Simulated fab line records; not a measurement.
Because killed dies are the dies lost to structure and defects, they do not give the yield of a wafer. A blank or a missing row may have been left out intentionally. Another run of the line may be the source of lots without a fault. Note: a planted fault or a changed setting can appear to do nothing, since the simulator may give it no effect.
Which tool was responsible? -- flow nand-harc -- 12 lots, 35 wafers sampled, at 5 steps of a route of 1159

## WHAT EACH GAUGE READ, for each wafer
NHARC_P_ZERO_WELL_INSPECT_43.
lot,measured,on,raw-defect-count
L425,day 1 19:23,defect-inspect-02,15 27 14
L426,day 2 01:59,defect-inspect-02,12 16 8
L428,day 2 13:29,defect-inspect-01,13 27 12
L429,day 2 19:14,defect-inspect-02,13 7 9
L430,day 3 01:35,defect-inspect-02,23 17 7
L431,day 3 07:23,defect-inspect-02,23 15 18
L435,day 4 07:26,defect-inspect-01,9 7 6
L437,day 4 19:23,defect-inspect-01,9 5 6
L441,day 5 19:34,defect-inspect-01,19 22
L445,day 6 20:16,defect-inspect-01,9 13 6
L446,day 7 01:34,defect-inspect-02,14 17 16
L447,day 7 07:26,defect-inspect-02,18 14 10

NHARC_P_STI_INSPECT_11.
lot,measured,on,raw-defect-count
L425,day 2 14:28,defect-inspect-01,4 4 5
L426,day 2 14:37,defect-inspect-02,3 2 5
L428,day 3 05:31,defect-inspect-01,2 6 10
L429,day 3 10:47,defect-inspect-02,5 4 5
L430,day 3 17:10,defect-inspect-02,8 5 7
L431,day 3 22:49,defect-inspect-01,9 2 4
L435,day 5 00:32,defect-inspect-01,5 5 1
L437,day 5 12:27,defect-inspect-02,2 3 1
L441,day 6 10:01,defect-inspect-01,13 5
L445,day 7 14:01,defect-inspect-01,2 7 5
L446,day 7 13:52,defect-inspect-02,1 7 5
L447,day 8 00:01,defect-inspect-01,5 12 5

NHARC_P_STI_OCD_MEAS_17.
lot,measured,on,trench-depth-nm (nm),trench-foot-cd-nm (nm)
L425,day 2 15:07,ocd-02,298 298 296,155 152 156
L426,day 2 15:17,ocd-01,299 304 310,159 160 154
L428,day 3 06:12,ocd-01,297 295 300,156 157 166
L429,day 3 11:27,ocd-02,300 296 298,164 158 161
L430,day 3 17:49,ocd-01,297 305 299,155 159 155
L431,day 3 23:29,ocd-02,305 292 291,158 154 159
L435,day 5 01:13,ocd-02,302 296 303,160 154 157
L437,day 5 13:07,ocd-01,297 294 292,154 158 156
L441,day 6 10:40,ocd-01,296 519,157 127
L445,day 7 14:41,ocd-02,283 294 286,156 158 157
L446,day 7 14:38,ocd-01,295 303 297,161 157 161
L447,day 8 00:40,ocd-02,294 294 301,163 162 161

## WHICH TOOL RAN EACH LOT (tool, then ch and the chambers of the sampled wafers, then the start)
lot,NHARC_P_STI_ETCH_31,NHARC_P_STI_ETCH_15
L425,"rie-diel-11 ch 0,2,3, day 2 14:53 or earlier","rie-si-05 ch 1,2,3, day 2 14:53"
L426,"rie-diel-10 ch 0,2,3, day 2 15:02 or earlier","rie-si-03 ch 0,2,3, day 2 15:02"
L428,"rie-diel-11 ch 0,1,3, day 3 05:57 or earlier","rie-si-05 ch 0,2,3, day 3 05:57"
L429,"rie-diel-10 ch 2,3, day 3 11:12 or earlier","rie-si-03 ch 2,3, day 3 11:12"
L430,"rie-diel-11 ch 0,1, day 3 17:34 or earlier","rie-si-03 ch 0,2, day 3 17:34"
L431,"rie-diel-10 ch 0,2,3, day 3 23:17 or earlier","rie-si-05 ch 1,2,3, day 3 23:17"
L435,"rie-diel-06 ch 0,2,3, day 5 00:58 or earlier","rie-si-02 ch 2,3, day 5 00:58"
L437,"rie-diel-10 ch 0,2, day 5 12:52 or earlier","rie-si-03 ch 1,3, day 5 12:52"
L441,"rie-diel-06 ch 1,2, day 6 10:27 or earlier","rie-si-03 ch 0,2, day 6 10:27"
L445,"rie-diel-10 ch 1,2,3, day 7 14:26 or earlier","rie-si-05 ch 0,2,3, day 7 14:26"
L446,"rie-diel-06 ch 0,1, day 7 14:23 or earlier","rie-si-02 ch 0,3, day 7 14:23"
L447,"rie-diel-06 ch 0,2,3, day 8 00:26 or earlier","rie-si-05 ch 0,1,2, day 8 00:26"
- NHARC_P_STI_ETCH_31: etches the open film in CF4/CHF3, target depth 108.9 nm, time 54.5 s.
- NHARC_P_STI_ETCH_15: etches the open film in HBr/Cl2, target depth 300 nm, time 100.1 s.

## AS READ BY THE TOOLS THEMSELVES (means over the sampled wafers that have a number; for cases with no such wafer, the mark the record gives instead)
NHARC_P_STI_ETCH_31.
lot,tool,drypump-motor-current-A (A),oes-product-au (a.u.),rf-vpp-V (V),showerhead-plenum-p-Torr (Torr),throttle-valve-pct (%)
L425,rie-diel-11,5.8,0.965,372.2,1.60,16.810
L426,rie-diel-10,6.1,0.954,372.5,1.63,16.806
L428,rie-diel-11,5.7,0.962,372.2,1.62,16.805
L429,rie-diel-10,6.0,0.931,372.6,1.62,16.800
L430,rie-diel-11,5.9,0.984,371.3,1.59,16.799
L431,rie-diel-10,6.1,0.976,371.7,1.63,16.799
L435,rie-diel-06,6.2,0.966,372.4,1.64,16.804
L437,rie-diel-10,6.3,0.964,372.3,1.64,16.807
L441,rie-diel-06,6.0,0.958,371.3,1.59,16.799
L445,rie-diel-10,5.7,0.919,370.9,1.58,16.794
L446,rie-diel-06,5.8,0.937,368.5,1.51,16.803
L447,rie-diel-06,6.2,0.967,373.2,1.64,16.799

NHARC_P_STI_ETCH_15.
lot,tool,drypump-motor-current-A (A),oes-product-au (a.u.),throttle-valve-pct (%)
L425,rie-si-05,6.2,0.994,26.411
L426,rie-si-03,5.6,1.007,26.403
L428,rie-si-05,6.1,0.996,26.408
L429,rie-si-03,5.9,0.994,26.413
L430,rie-si-03,5.5,0.997,26.408
L431,rie-si-05,6.2,0.987,26.403
L435,rie-si-02,5.8,0.993,26.404
L437,rie-si-03,6.1,0.985,26.403
L441,rie-si-03,5.4,1.220,26.408
L445,rie-si-05,6.1,0.979,26.404
L446,rie-si-02,5.4,0.997,26.407
L447,rie-si-05,6.0,0.991,26.401

## THE ANSWER, worked out from the rows above alone
Rule: what is usual is taken from the lots themselves. The widest of any qualifying gaps counts: lots, ordered by their means at a reading, are off when they make up no more than a third of the lots, leave a main group of 4 or more, and stand apart from it by 3 or more times the standard deviation of that group's means. The tables above print the reading to a certain number of digits; a main group whose means all agree to those digits is not used. Also off: a lot with no number at a reading for which 4 or more lots have one. The other lots that the step has rows for count as sound. Order of review: gauges by route order, followed by the tools' own readings, for which a lot's mean as printed above is used. The first step at which some lot is off is used, and at that step the reading that is off furthest; a lot without a number counts as furthest.
Off: L441 (NHARC_P_STI_OCD_MEAS_17, trench-depth-nm). For the main group the mean is 297 nm and the standard deviation 4.
A tool fits if, at a process step before that reading, it ran every lot that is off, and no sound lot after the first of them. The gauges at NHARC_P_STI_OCD_MEAS_17 aren't tried: what is off there is off at NHARC_P_STI_ETCH_15 too, on other tools, and a gauge's error can't cause that. With no start given for some of its lots, NHARC_P_STI_ETCH_31 uses the hours and lot order of NHARC_P_STI_ETCH_15. One fits: rie-si-03 at NHARC_P_STI_ETCH_15. Its last sound lot is L437 (day 5 12:52), its first lot that is off L441 (day 6 10:27): a fault that began between those two fits.
The tool's own readings at NHARC_P_STI_ETCH_15 bear it out: on the lots that are off they differ by more than 5 times the standard deviation of the sound lots' means. oes-product-au reads 1.220 a.u. there against 0.993 a.u. on the sound lots.

## WHAT THE SIMULATOR HAD INSERTED
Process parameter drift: rie-si-03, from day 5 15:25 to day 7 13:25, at NHARC_P_STI_ETCH_15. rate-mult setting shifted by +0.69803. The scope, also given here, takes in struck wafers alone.
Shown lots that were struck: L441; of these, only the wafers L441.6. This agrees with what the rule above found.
